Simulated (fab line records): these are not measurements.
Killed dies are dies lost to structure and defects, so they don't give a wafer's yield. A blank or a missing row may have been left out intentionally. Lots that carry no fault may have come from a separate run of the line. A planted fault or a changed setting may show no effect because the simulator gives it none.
Matching of chambers    flow nand harc    NHARC_A_CHANNEL_FILL_D2_ETCHBACK_19 on rie si-01 has 4 sister chambers
The step etches the open film in HBr/Cl2, target depth 5 nm, time 1.7 s. 8 wafers are shown with their chamber, then 11 later ones without.

## WAFERS, EACH WITH ITS CHAMBER
wafer   chamber  drypump motor current A (A)  oes product au (a.u.)
L082.3  2        4.9                          1.013
L083.2  3        5.8                          0.980
L083.3  1        6.6                          1.001
L083.1  2        4.9                          0.999
L083.6  3        5.9                          0.987
L086.5  1        6.6                          1.003
L086.6  0        5.9                          0.972
L089.1  0        5.9                          0.972

## WAFERS MISSING THEIR CHAMBER
wafer   drypump motor current A (A)  oes product au (a.u.)
L089.2  5.9                          0.993
L089.5  5.9                          0.998
L089.3  4.9                          1.002
L089.4  6.6                          0.999
L089.6  5.9                          0.986
L090.4  4.9                          1.000
L090.5  5.8                          0.978
L090.6  5.8                          0.993
L093.2  6.6                          0.996
L093.4  5.9                          0.982
L093.5  5.8                          0.994

## WHICH CHAMBER EACH WENT THROUGH
wafer   from the rows above      in truth
L089.2  can't be placed: 3 or 0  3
L089.5  can't be placed: 3 or 0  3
L089.3  2                        2
L089.4  1                        1
L089.6  can't be placed: 3 or 0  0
L090.4  2                        2
L090.5  can't be placed: 3 or 0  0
L090.6  3                        3
L093.2  1                        1
L093.4  can't be placed: 3 or 0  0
L093.5  3                        3
Correctly placed: 6 of 11. These rows do not allow placing 5 (true chamber among the candidates in 5). Number placed wrongly: 0.
How it was worked out, from the rows above alone: a wafer's distance from a chamber is the root of the sum, over the readings, of the square of ((its reading less the chamber's mean) divided by the reading's scatter). If the next closest chamber is less than 2 further off than the closest, the wafer can't be placed; otherwise it belongs to the closest. For every chamber, the mean is computed from those of its wafers that are shown. The scatter: the root of (the sum of the squares of (reading less its chamber's mean) over the shown wafers, divided by (wafers less chambers)).
